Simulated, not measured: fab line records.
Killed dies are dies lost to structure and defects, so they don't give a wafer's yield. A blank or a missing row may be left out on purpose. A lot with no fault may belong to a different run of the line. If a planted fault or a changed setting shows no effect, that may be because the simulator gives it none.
fab line records ; flow nand_harc
record: lots: 24; wafers: 72; last_day: 26
route steps=1159 shown P_M1@305 P_M2@329 P_BONDPAD@380 A_SOURCE_PLATE@420 A_ONON_D1@446
lots with no fault: from the same line, run without faults
start_h: hours from the record's first day to the start of the lot's first wafer shown ; wait_h: hours since the lot's step before ; " unchanged from the row above ; L1.1+2: a single row standing in for several wafers ; - no value, or no start was given ; * or withheld: withheld ; < > ~ a bound
route shown NAME@n: NAME is a module with steps in the file, n the number in the route of the first one ; usual: mean and standard deviation over wafers with no fault ; same: alike in all rows ; chamber/n: place in a boat ; sites: the reading at each site ; _std_site: the values' standard deviation ; _edge_site: mean of outer sites minus mean of inner sites ; radius_mm: for every site, how far away it sits from the centre of the wafer ; mask NAME#n: copy n ; behind: the last tool/chamber to shape the wafer ; hold: why the lot went on hold/how many hours it stayed there/how the hold came to an end ; device: which transistor (n, p or np) failed to switch ; end of line: the tests these same wafers got at the end of their route ; a step with no rows: only its recipe ; killed: not the wafer's yield, but the dies lost to structure and defects at the first sort ; map: per-die view of a wafer (x killed, . not killed, _ where there is no die)
set.NAME: setting as actually run; set.NAME@STEP: the setting as run at that earlier step ; model.NAME: the simulator's own value behind a step, which no gauge read
route steps across a sampled set of lots; one table per step, one row per wafer
services: from which hour (start_h, from the record's first day; less than 0 if before it) a tool's chamber was out of use, for how many hours, and why
== steps ==
step: NHARC_P_M1_DEGAS_29
recipe: temp_c: 250; time_s: 60
usual: heater_power_w: 346/45
lot.wafer;tool;chamber;start_h;wait_h;heater_power_w
L074.3;pvd_sputter-02;-;120.31;-;453
L074.4;pvd_sputter-02;-;120.31;-;297
L074.5;pvd_sputter-02;-;120.31;-;315
L075.4;pvd_sputter-01;-;131.42;-;355
L075.3;pvd_sputter-01;-;131.42;-;337
L075.5;pvd_sputter-01;-;131.42;-;335
L076.4;pvd_sputter-02;-;134.66;-;346
L076.1;pvd_sputter-02;-;134.66;-;297
L076.3;pvd_sputter-02;-;134.66;-;305
L077.2;pvd_sputter-02;-;139.73;-;354
L077.1;pvd_sputter-02;-;139.73;-;303
L077.5;pvd_sputter-02;-;139.73;-;293
L078.4;pvd_sputter-03;-;141.87;-;337
L078.2;pvd_sputter-03;-;141.87;-;300
L078.1;pvd_sputter-03;-;141.87;-;386
L080.3;pvd_sputter-01;-;157.75;-;326
L080.2;pvd_sputter-01;-;157.75;-;345
L080.5;pvd_sputter-01;-;157.75;-;334
L079.2;pvd_sputter-02;-;158.10;-;295
L079.4;pvd_sputter-02;-;158.10;-;314
L079.5;pvd_sputter-02;-;158.10;-;459
L081.4;pvd_sputter-03;-;168.09;-;321
L081.5;pvd_sputter-03;-;168.09;-;376
L081.6;pvd_sputter-03;-;168.09;-;322
L082.3;pvd_sputter-01;-;171.66;-;345
L082.5;pvd_sputter-01;-;171.66;-;350
L082.6;pvd_sputter-01;-;171.66;-;367
L083.4;pvd_sputter-02;-;176.12;-;463
L083.3;pvd_sputter-02;-;176.12;-;346
L083.2;pvd_sputter-02;-;176.12;-;295
L084.4;pvd_sputter-01;-;176.50;-;315
L084.2;pvd_sputter-01;-;176.50;-;348
L084.6;pvd_sputter-01;-;176.50;-;300
L087.2;pvd_sputter-03;-;196.66;-;323
L087.4;pvd_sputter-03;-;196.66;-;341
L087.6;pvd_sputter-03;-;196.66;-;380
L085.2;pvd_sputter-01;-;198.16;-;334
L085.4;pvd_sputter-01;-;198.16;-;358
L085.6;pvd_sputter-01;-;198.16;-;370
L086.3;pvd_sputter-03;-;198.90;-;335
L086.2;pvd_sputter-03;-;198.90;-;378
L086.6;pvd_sputter-03;-;198.90;-;301
L089.2;pvd_sputter-02;-;208.71;-;302
L089.4;pvd_sputter-02;-;208.71;-;309
L089.5;pvd_sputter-02;-;208.71;-;343
L088.2;pvd_sputter-01;-;213.46;-;347
L088.1;pvd_sputter-01;-;213.46;-;310
L088.5;pvd_sputter-01;-;213.46;-;353
L090.2;pvd_sputter-03;-;224.53;-;378
L090.6;pvd_sputter-03;-;224.53;-;373
L090.5;pvd_sputter-03;-;224.53;-;329
L092.1;pvd_sputter-03;-;228.63;-;386
L092.3;pvd_sputter-03;-;228.63;-;327
L092.4;pvd_sputter-03;-;228.63;-;340
L091.2;pvd_sputter-02;-;229.18;-;286
L091.3;pvd_sputter-02;-;229.18;-;442
L091.6;pvd_sputter-02;-;229.18;-;311
L093.2;pvd_sputter-02;-;239.12;-;449
L093.1;pvd_sputter-02;-;239.12;-;298
L093.5;pvd_sputter-02;-;239.12;-;442
L094.2;pvd_sputter-03;-;240.04;-;305
L094.1;pvd_sputter-03;-;240.04;-;329
L094.3;pvd_sputter-03;-;240.04;-;348
L095.3;pvd_sputter-01;-;242.65;-;349
L095.2;pvd_sputter-01;-;242.65;-;320
L095.6;pvd_sputter-01;-;242.65;-;353
L097.4;pvd_sputter-02;-;257.62;-;445
L097.2;pvd_sputter-02;-;257.62;-;308
L097.6;pvd_sputter-02;-;257.62;-;341
L096.3;pvd_sputter-02;-;258.80;-;303
L096.2;pvd_sputter-02;-;258.80;-;429
L096.6;pvd_sputter-02;-;258.80;-;295
step: NHARC_P_M2_OVL_MEAS_10
recipe: pitch_nm: 340
usual: overlay_x_nm: -0.1/0.78; overlay_y_nm: 0.2/0.86
lot.wafer;tool;chamber;start_h;wait_h;overlay_x_nm;overlay_y_nm
L074.3;overlay-02;-;123.27;-;0.7;-0.7
L074.4;overlay-02;-;123.27;-;0.9;-1.0
L074.5;overlay-02;-;123.27;-;0.7;-1.0
L075.3;overlay-02;-;134.46;-;1.1;0.7
L075.4;overlay-02;-;134.46;-;1.5;1.5
L075.5;overlay-02;-;134.46;-;1.0;0.9
L076.1;overlay-01;-;137.71;-;-0.4;1.3
L076.3;overlay-01;-;137.71;-;-0.8;0.8
L076.4;overlay-01;-;137.71;-;-1.0;1.1
L077.1;overlay-02;-;142.65;-;1.1;-0.6
L077.2;overlay-02;-;142.65;-;1.4;-0.1
L077.5;overlay-02;-;142.65;-;0.9;-0.6
L078.1;overlay-02;-;144.95;-;-0.9;0.3
L078.2;overlay-02;-;144.95;-;-1.2;0.2
L078.4;overlay-02;-;144.95;-;-0.6;0.4
L080.2;overlay-01;-;160.79;-;0.6;-0.4
L080.3;overlay-01;-;160.79;-;0.3;-0.7
L080.5;overlay-01;-;160.79;-;0.2;-0.5
L079.2;overlay-01;-;161.12;-;0.4;1.0
L079.4;overlay-01;-;161.12;-;0.3;0.7
L079.5;overlay-01;-;161.12;-;0.4;0.5
L081.4;overlay-01;-;171.02;-;-1.0;0.3
L081.5;overlay-01;-;171.02;-;-0.8;0.5
L081.6;overlay-01;-;171.02;-;-0.6;0.2
L082.3;overlay-01;-;174.60;-;0.1;0.0
L082.5;overlay-01;-;174.60;-;-0.1;-0.3
L082.6;overlay-01;-;174.60;-;-0.4;0.4
L083.2;overlay-02;-;179.13;-;1.9;0.9
L083.3;overlay-02;-;179.13;-;2.3;0.4
L083.4;overlay-02;-;179.13;-;1.7;0.3
L084.2;overlay-02;-;179.55;-;-1.4;-0.7
L084.4;overlay-02;-;179.55;-;-1.3;-0.6
L084.6;overlay-02;-;179.55;-;-1.2;-1.2
L087.2;overlay-01;-;200.04;-;-0.2;0.3
L087.4;overlay-01;-;200.04;-;0.5;0.7
L087.6;overlay-01;-;200.04;-;0.4;0.0
L085.2;overlay-01;-;201.12;-;-1.3;0.3
L085.4;overlay-01;-;201.12;-;-0.9;0.8
L085.6;overlay-01;-;201.12;-;-0.8;0.5
L086.2;overlay-01;-;201.98;-;-0.5;-1.2
L086.3;overlay-01;-;201.98;-;-0.7;-0.7
L086.6;overlay-01;-;201.98;-;-0.3;-0.7
L089.2;overlay-02;-;211.66;-;-0.6;-0.4
L089.4;overlay-02;-;211.66;-;-0.4;-0.6
L089.5;overlay-02;-;211.66;-;-1.2;-0.6
L088.1;overlay-02;-;216.41;-;0.5;-0.9
L088.2;overlay-02;-;216.41;-;0.2;-0.5
L088.5;overlay-02;-;216.41;-;0.6;-0.6
L090.2;overlay-02;-;227.56;-;0.1;2.2
L090.5;overlay-02;-;227.56;-;-0.3;2.0
L090.6;overlay-02;-;227.56;-;-0.1;1.6
L092.1;overlay-01;-;231.85;-;-0.7;-1.0
L092.3;overlay-01;-;231.85;-;0.4;-0.5
L092.4;overlay-01;-;231.85;-;0.1;-0.3
L091.2;overlay-02;-;232.31;-;-0.6;-0.8
L091.3;overlay-02;-;232.31;-;-0.3;-0.6
L091.6;overlay-02;-;232.31;-;-0.2;-0.2
L093.1;overlay-02;-;242.20;-;0.0;0.2
L093.2;overlay-02;-;242.20;-;0.1;0.1
L093.5;overlay-02;-;242.20;-;0.1;0.3
L094.1;overlay-01;-;243.41;-;-0.2;1.3
L094.2;overlay-01;-;243.41;-;-0.3;0.9
L094.3;overlay-01;-;243.41;-;-0.4;1.4
L095.2;overlay-01;-;245.67;-;-0.6;0.1
L095.3;overlay-01;-;245.67;-;-0.6;-0.1
L095.6;overlay-01;-;245.67;-;-1.1;-0.4
L097.2;overlay-02;-;260.66;-;0.1;0.7
L097.4;overlay-02;-;260.66;-;-0.3;0.6
L097.6;overlay-02;-;260.66;-;0.4;1.0
L096.2;overlay-02;-;261.92;-;0.3;1.4
L096.3;overlay-02;-;261.92;-;0.2;1.3
L096.6;overlay-02;-;261.92;-;0.1;1.6
step: NHARC_P_BONDPAD_CMP_19
recipe: t_overpolish_s: 30; cu_recess_touch_s: 16; target_thk_nm: 160.81
usual: motor_current_A: 11.7/1; overpolish_run_s: 30.000/0.0073
lot.wafer;tool;chamber;start_h;wait_h;motor_current_A;overpolish_run_s
L074.4;cmp-01;2;129.95;-;11.5;30.012
L074.3;cmp-01;0;129.95;-;12.0;30.000
L074.5;cmp-01;3;129.95;-;11.8;30.002
L075.4;cmp-01;2;141.15;-;11.6;29.984
L075.3;cmp-01;3;141.15;-;12.4;30.007
L075.5;cmp-01;2;141.15;-;11.2;30.017
L076.4;cmp-03;0;144.43;-;12.1;29.999
L076.3;cmp-03;1;144.43;-;12.2;29.993
L076.1;cmp-03;3;144.43;-;10.1;30.000
L077.1;cmp-03;1;149.40;-;12.8;30.000
L077.2;cmp-03;3;149.40;-;10.4;30.001
L077.5;cmp-03;1;149.40;-;12.2;29.994
L078.2;cmp-02;1;152.02;-;11.6;30.003
L078.4;cmp-02;3;152.02;-;11.0;30.003
L078.1;cmp-02;0;152.02;-;9.7;29.989
L080.3;cmp-02;2;167.80;-;13.1;29.995
L080.2;cmp-02;0;167.80;-;10.2;29.991
L080.5;cmp-02;2;167.80;-;13.6;29.998
L079.2;cmp-03;3;168.55;-;10.4;29.997
L079.4;cmp-03;1;168.55;-;12.2;29.998
L079.5;cmp-03;3;168.55;-;10.3;29.996
L081.4;cmp-02;1;177.76;-;12.1;29.998
L081.5;cmp-02;1;177.76;-;12.3;29.999
L081.6;cmp-02;2;177.76;-;13.6;30.005
L082.3;cmp-03;1;181.67;-;12.8;29.983
L082.5;cmp-03;0;181.67;-;12.0;29.992
L082.6;cmp-03;1;181.67;-;12.2;30.004
L083.3;cmp-01;1;185.73;-;11.4;29.992
L083.4;cmp-01;2;185.73;-;11.4;30.004
L083.2;cmp-01;3;185.73;-;11.5;29.995
L084.2;cmp-03;2;186.35;-;12.6;29.999
L084.4;cmp-03;0;186.35;-;12.3;29.991
L084.6;cmp-03;1;186.35;-;11.9;30.006
L087.2;cmp-03;3;206.83;-;10.5;30.004
L087.4;cmp-03;0;206.83;-;12.0;30.015
L087.6;cmp-03;2;206.83;-;13.2;30.011
L085.4;cmp-02;3;207.69;-;10.9;30.014
L085.2;cmp-02;0;207.69;-;9.4;30.000
L085.6;cmp-02;0;207.69;-;9.9;30.011
L086.2;cmp-03;0;209.14;-;11.9;30.004
L086.3;cmp-03;1;209.14;-;12.8;30.009
L086.6;cmp-03;0;209.14;-;11.6;30.006
L089.4;cmp-01;1;218.57;-;11.4;29.996
L089.2;cmp-01;3;218.57;-;11.7;29.997
L089.5;cmp-01;0;218.57;-;11.2;30.001
L088.1;cmp-01;3;223.57;-;11.8;30.001
L088.2;cmp-01;0;223.57;-;11.3;30.000
L088.5;cmp-01;1;223.57;-;11.3;29.995
L090.2;cmp-01;3;234.64;-;11.3;30.004
L090.6;cmp-01;3;234.64;-;11.9;30.014
L090.5;cmp-01;0;234.64;-;11.3;29.996
L092.3;cmp-03;2;238.58;-;13.3;29.991
L092.4;cmp-03;3;238.58;-;10.2;30.002
L092.1;cmp-03;1;238.58;-;12.1;30.014
L091.2;cmp-01;3;239.10;-;11.5;30.004
L091.3;cmp-01;1;239.10;-;11.3;30.003
L091.6;cmp-01;3;239.10;-;11.5;29.987
L093.2;cmp-02;2;249.89;-;13.8;30.000
L093.1;cmp-02;3;249.89;-;10.6;29.998
L093.5;cmp-02;2;249.89;-;13.0;30.004
L094.2;cmp-02;0;250.79;-;9.6;30.003
L094.3;cmp-02;1;250.79;-;12.3;30.003
L094.1;cmp-02;2;250.79;-;14.2;29.994
L095.2;cmp-02;2;252.40;-;13.2;29.996
L095.3;cmp-02;0;252.40;-;10.4;30.009
L095.6;cmp-02;2;252.40;-;12.6;29.990
L097.2;cmp-02;2;267.33;-;13.9;29.992
L097.4;cmp-02;0;267.33;-;9.8;30.005
L097.6;cmp-02;2;267.33;-;13.3;30.004
L096.3;cmp-01;1;268.57;-;11.0;30.010
L096.2;cmp-01;3;268.57;-;11.5;29.987
L096.6;cmp-01;1;268.57;-;11.1;30.005
step: NHARC_A_SOURCE_PLATE_THK_MEAS_06
recipe: thk_meas_gauge: ellipsometry
usual: thk_nm: 201.0/2.4
lot.wafer;tool;chamber;start_h;wait_h;thk_nm
L074.3;film_metro-02;-;154.89;0.4;197.2
L074.4;film_metro-02;-;154.89;0.4;200.6
L074.5;film_metro-02;-;154.89;0.4;197.0
L076.1;film_metro-02;-;166.85;0.4;199.1
L076.3;film_metro-02;-;166.85;0.4;200.4
L076.4;film_metro-02;-;166.85;0.4;201.4
L075.3;film_metro-01;-;166.85;0.4;196.9
L075.4;film_metro-01;-;166.85;0.4;201.4
L075.5;film_metro-01;-;166.85;0.4;201.3
L077.1;film_metro-02;-;173.03;0.4;197.7
L077.2;film_metro-02;-;173.03;0.4;200.2
L077.5;film_metro-02;-;173.03;0.4;200.5
L078.1;film_metro-01;-;173.03;0.4;198.7
L078.2;film_metro-01;-;173.03;0.4;198.6
L078.4;film_metro-01;-;173.03;0.4;200.1
L080.2;film_metro-02;-;193.59;0.4;199.7
L080.3;film_metro-02;-;193.59;0.4;200.4
L080.5;film_metro-02;-;193.59;0.4;204.2
L079.2;film_metro-02;-;193.61;0.4;200.9
L079.4;film_metro-02;-;193.61;0.4;198.8
L079.5;film_metro-02;-;193.61;0.4;201.2
L081.4;film_metro-01;-;203.32;0.4;203.9
L081.5;film_metro-01;-;203.32;0.4;204.2
L081.6;film_metro-01;-;203.32;0.4;206.5
L082.3;film_metro-02;-;203.32;0.4;205.7
L082.5;film_metro-02;-;203.32;0.4;204.0
L082.6;film_metro-02;-;203.32;0.4;204.2
L083.2;film_metro-01;-;209.79;0.4;201.6
L083.3;film_metro-01;-;209.79;0.4;204.2
L083.4;film_metro-01;-;209.79;0.4;201.1
L084.2;film_metro-02;-;209.79;0.4;204.0
L084.4;film_metro-02;-;209.79;0.4;204.7
L084.6;film_metro-02;-;209.79;0.4;202.8
L086.2;film_metro-01;-;231.01;0.4;199.8
L086.3;film_metro-01;-;231.01;0.4;203.0
L086.6;film_metro-01;-;231.01;0.4;200.7
L085.2;film_metro-02;-;231.01;0.4;205.0
L085.4;film_metro-02;-;231.01;0.4;204.0
L085.6;film_metro-02;-;231.01;0.4;204.7
L087.2;film_metro-01;-;231.02;0.4;202.8
L087.4;film_metro-01;-;231.02;0.4;203.3
L087.6;film_metro-01;-;231.02;0.4;202.6
L089.2;film_metro-01;-;242.04;0.4;202.0
L089.4;film_metro-01;-;242.04;0.4;202.1
L089.5;film_metro-01;-;242.04;0.4;202.1
L088.1;film_metro-01;-;249.40;0.4;203.3
L088.2;film_metro-01;-;249.40;0.4;203.5
L088.5;film_metro-01;-;249.40;0.4;198.4
L090.2;film_metro-01;-;258.88;0.4;201.8
L090.5;film_metro-01;-;258.88;0.4;202.2
L090.6;film_metro-01;-;258.88;0.4;202.2
L092.1;film_metro-01;-;265.89;0.4;201.1
L092.3;film_metro-01;-;265.89;0.4;199.6
L092.4;film_metro-01;-;265.89;0.4;202.5
L091.2;film_metro-02;-;265.91;0.4;198.2
L091.3;film_metro-02;-;265.91;0.4;200.4
L091.6;film_metro-02;-;265.91;0.4;199.0
L093.1;film_metro-01;-;276.10;0.4;202.3
L093.2;film_metro-01;-;276.10;0.4;199.4
L093.5;film_metro-01;-;276.10;0.4;199.5
L095.2;film_metro-02;-;276.10;0.4;196.7
L095.3;film_metro-02;-;276.10;0.4;197.3
L095.6;film_metro-02;-;276.10;0.4;198.1
L094.1;film_metro-02;-;276.11;0.4;199.4
L094.2;film_metro-02;-;276.11;0.4;202.2
L094.3;film_metro-02;-;276.11;0.4;200.3
L096.2;film_metro-01;-;292.84;0.4;196.2
L096.3;film_metro-01;-;292.84;0.4;197.3
L096.6;film_metro-01;-;292.84;0.4;198.0
L097.2;film_metro-02;-;292.86;0.4;199.5
L097.4;film_metro-02;-;292.86;0.4;198.8
L097.6;film_metro-02;-;292.86;0.4;198.1
step: NHARC_A_SOURCE_PLATE_INSPECT_08
usual: raw_defect_count: 58/25
lot.wafer;tool;chamber;start_h;wait_h;raw_defect_count
L074.3;defect_inspect-01;-;154.99;0.0;47
L074.4;defect_inspect-01;-;154.99;0.0;42
L074.5;defect_inspect-01;-;154.99;0.0;34
L076.1;defect_inspect-01;-;166.92;0.0;73
L076.3;defect_inspect-01;-;166.92;0.0;81
L076.4;defect_inspect-01;-;166.92;0.0;146
L075.3;defect_inspect-02;-;166.92;0.0;32
L075.4;defect_inspect-02;-;166.92;0.0;69
L075.5;defect_inspect-02;-;166.92;0.0;73
L077.1;defect_inspect-01;-;173.10;0.0;69
L077.2;defect_inspect-01;-;173.10;0.0;85
L077.5;defect_inspect-01;-;173.10;0.0;75
L078.1;defect_inspect-02;-;173.10;0.0;40
L078.2;defect_inspect-02;-;173.10;0.0;48
L078.4;defect_inspect-02;-;173.10;0.0;62
L080.2;defect_inspect-02;-;193.68;0.0;63
L080.3;defect_inspect-02;-;193.68;0.0;37
L080.5;defect_inspect-02;-;193.68;0.0;92
L079.2;defect_inspect-01;-;193.68;0.0;38
L079.4;defect_inspect-01;-;193.68;0.0;38
L079.5;defect_inspect-01;-;193.68;0.0;58
L081.4;defect_inspect-01;-;203.38;0.0;26
L081.5;defect_inspect-01;-;203.38;0.0;27
L081.6;defect_inspect-01;-;203.38;0.0;37
L082.3;defect_inspect-01;-;203.39;0.0;57
L082.5;defect_inspect-01;-;203.39;0.0;37
L082.6;defect_inspect-01;-;203.39;0.0;54
L083.2;defect_inspect-02;-;209.85;0.0;35
L083.3;defect_inspect-02;-;209.85;0.0;60
L083.4;defect_inspect-02;-;209.85;0.0;90
L084.2;defect_inspect-01;-;209.85;0.0;72
L084.4;defect_inspect-01;-;209.85;0.0;77
L084.6;defect_inspect-01;-;209.85;0.0;59
L085.2;defect_inspect-02;-;231.07;0.0;45
L085.4;defect_inspect-02;-;231.07;0.0;58
L085.6;defect_inspect-02;-;231.07;0.0;40
L086.2;defect_inspect-01;-;231.07;0.0;100
L086.3;defect_inspect-01;-;231.07;0.0;45
L086.6;defect_inspect-01;-;231.07;0.0;66
L087.2;defect_inspect-01;-;231.08;0.0;35
L087.4;defect_inspect-01;-;231.08;0.0;35
L087.6;defect_inspect-01;-;231.08;0.0;32
L089.2;defect_inspect-01;-;242.12;0.0;34
L089.4;defect_inspect-01;-;242.12;0.0;16
L089.5;defect_inspect-01;-;242.12;0.0;24
L088.1;defect_inspect-01;-;249.51;0.0;81
L088.2;defect_inspect-01;-;249.51;0.0;81
L088.5;defect_inspect-01;-;249.51;0.0;105
L090.2;defect_inspect-01;-;258.97;0.0;68
L090.5;defect_inspect-01;-;258.97;0.0;41
L090.6;defect_inspect-01;-;258.97;0.0;27
L092.1;defect_inspect-02;-;265.96;0.0;38
L092.3;defect_inspect-02;-;265.96;0.0;50
L092.4;defect_inspect-02;-;265.96;0.0;52
L091.2;defect_inspect-01;-;266.00;0.0;61
L091.3;defect_inspect-01;-;266.00;0.0;74
L091.6;defect_inspect-01;-;266.00;0.0;60
L093.1;defect_inspect-02;-;276.17;0.0;48
L093.2;defect_inspect-02;-;276.17;0.0;37
L093.5;defect_inspect-02;-;276.17;0.0;63
L095.2;defect_inspect-01;-;276.17;0.0;63
L095.3;defect_inspect-01;-;276.17;0.0;72
L095.6;defect_inspect-01;-;276.17;0.0;71
L094.1;defect_inspect-01;-;276.19;0.1;28
L094.2;defect_inspect-01;-;276.19;0.1;45
L094.3;defect_inspect-01;-;276.19;0.1;31
L096.2;defect_inspect-02;-;292.92;0.0;61
L096.3;defect_inspect-02;-;292.92;0.0;55
L096.6;defect_inspect-02;-;292.92;0.0;83
L097.2;defect_inspect-02;-;292.97;0.0;89
L097.4;defect_inspect-02;-;292.97;0.0;53
L097.6;defect_inspect-02;-;292.97;0.0;43
step: NHARC_A_ONON_D1_DEP_33
recipe: target_thk_a: 2000; temp_c: 400; pressure_torr: 6.5; rf_w: 900; teos_flow_sccm: 161.4; flow_sccm: 2650; target_thk_nm: 200; gas: O2; material: SiO2
usual: heater_power_w: 518/62; throttle_valve_pct: 16.1/0.66
lot.wafer;tool;chamber;start_h;wait_h;heater_power_w;throttle_valve_pct
L074.3;pecvd-04;0;167.32;0.1;506;16.6
L074.5;pecvd-04;0;167.32;0.1;510;16.6
L074.4;pecvd-04;1;167.32;0.1;403;16.7
L076.1;pecvd-01;0;181.49;0.1;482;16.0
L076.3;pecvd-01;1;181.49;0.1;575;16.5
L076.4;pecvd-01;0;181.49;0.1;486;16.3
L075.3;pecvd-03;0;181.53;0.1;453;16.8
L075.4;pecvd-03;2;181.53;0.1;482;16.2
L075.5;pecvd-03;1;181.53;0.1;443;14.9
L078.2;pecvd-01;1;185.32;0.1;527;16.3
L078.1;pecvd-01;0;185.32;0.1;541;16.1
L078.4;pecvd-01;1;185.32;0.1;546;16.5
L077.2;pecvd-04;2;185.38;0.1;548;15.1
L077.1;pecvd-04;0;185.38;0.1;539;16.8
L077.5;pecvd-04;2;185.38;0.1;574;15.0
L079.2;pecvd-03;2;206.59;0.1;520;16.2
L079.5;pecvd-03;1;206.59;0.1;525;14.7
L079.4;pecvd-03;0;206.59;0.1;482;16.8
L080.3;pecvd-01;2;206.60;0.1;615;16.0
L080.2;pecvd-01;0;206.60;0.1;553;16.2
L080.5;pecvd-01;0;206.60;0.1;550;16.2
L082.3;pecvd-03;0;216.35;0.1;473;16.9
L082.5;pecvd-03;0;216.35;0.1;464;16.8
L082.6;pecvd-03;1;216.35;0.1;528;15.0
L081.4;pecvd-04;2;216.41;0.2;541;15.3
L081.5;pecvd-04;0;216.41;0.2;590;15.8
L081.6;pecvd-04;1;216.41;0.2;446;16.7
L083.2;pecvd-03;0;223.96;0.1;477;17.0
L083.3;pecvd-03;1;223.96;0.1;444;15.5
L083.4;pecvd-03;0;223.96;0.1;505;17.0
L084.2;pecvd-01;1;224.16;0.2;636;16.7
L084.4;pecvd-01;0;224.16;0.2;532;16.3
L084.6;pecvd-01;2;224.16;0.2;611;16.0
L085.2;pecvd-03;2;245.09;0.4;472;16.3
L085.6;pecvd-03;0;245.09;0.4;507;16.9
L085.4;pecvd-03;1;245.09;0.4;456;15.1
L087.2;pecvd-03;1;245.55;0.7;525;15.2
L087.4;pecvd-03;1;245.55;0.7;403;15.0
L087.6;pecvd-03;2;245.55;0.7;506;16.5
L086.2;pecvd-04;2;245.59;0.4;514;15.1
L086.3;pecvd-04;1;245.59;0.4;476;16.8
L086.6;pecvd-04;0;245.59;0.4;536;15.9
L089.2;pecvd-03;0;257.02;0.3;507;16.9
L089.4;pecvd-03;0;257.02;0.3;510;17.2
L089.5;pecvd-03;2;257.02;0.3;521;16.1
L088.2;pecvd-03;1;263.58;0.1;469;15.0
L088.1;pecvd-03;2;263.58;0.1;531;16.2
L088.5;pecvd-03;1;263.58;0.1;497;15.2
L090.2;pecvd-03;1;271.61;0.1;426;15.2
L090.6;pecvd-03;2;271.61;0.1;523;16.4
L090.5;pecvd-03;1;271.61;0.1;438;15.2
L092.1;pecvd-04;1;280.57;0.1;469;16.7
L092.3;pecvd-04;2;280.57;0.1;611;15.3
L092.4;pecvd-04;0;280.57;0.1;473;16.3
L091.2;pecvd-03;2;280.69;0.1;493;16.6
L091.3;pecvd-03;0;280.69;0.1;513;16.7
L091.6;pecvd-03;0;280.69;0.1;524;16.9
L093.1;pecvd-03;1;290.57;0.1;510;15.4
L093.2;pecvd-03;2;290.57;0.1;506;16.2
L093.5;pecvd-03;1;290.57;0.1;523;15.2
L094.3;pecvd-01;1;290.58;0.1;540;16.2
L094.1;pecvd-01;2;290.58;0.1;620;15.4
L094.2;pecvd-01;0;290.58;0.1;563;16.1
L095.2;pecvd-04;0;290.61;0.1;511;16.2
L095.3;pecvd-04;2;290.61;0.1;594;15.1
L095.6;pecvd-04;0;290.61;0.1;536;16.3
L096.3;pecvd-03;1;308.97;0.1;481;15.1
L096.2;pecvd-03;2;308.97;0.1;560;16.0
L096.6;pecvd-03;2;308.97;0.1;424;15.9
L097.2;pecvd-04;0;309.09;0.1;583;15.9
L097.4;pecvd-04;1;309.09;0.1;500;17.1
L097.6;pecvd-04;0;309.09;0.1;443;16.1
== services ==
tool;chamber;start_h;hours;kind
pvd_sputter-03;-;102.09;10.0;pm
pecvd-03;-;111.08;13.0;pm
cmp-03;-;123.82;1.4;repair
cmp-02;-;128.06;1.1;repair
cmp-02;-;129.18;4.0;pm
pvd_sputter-02;-;134.85;0.8;repair
cmp-03;-;156.70;4.0;pm
pvd_sputter-01;-;158.03;10.0;pm
pvd_sputter-03;-;173.10;4.6;repair
cmp-01;-;174.60;0.8;repair
cmp-03;-;178.03;0.5;repair
cmp-01;-;179.50;4.0;pm
cmp-01;-;183.92;0.8;repair
pecvd-04;-;195.56;13.0;pm
cmp-03;-;201.07;2.7;repair
pvd_sputter-02;-;214.00;10.0;pm
cmp-02;-;227.18;4.0;pm
cmp-03;-;239.32;1.1;repair
cmp-03;-;244.51;25.1;repair
cmp-01;-;246.61;4.5;repair
cmp-03;-;269.63;4.0;pm
cmp-01;-;276.84;2.4;repair
pecvd-03;-;292.08;13.0;pm
cmp-03;-;302.40;1.2;repair
== key ==
fault none
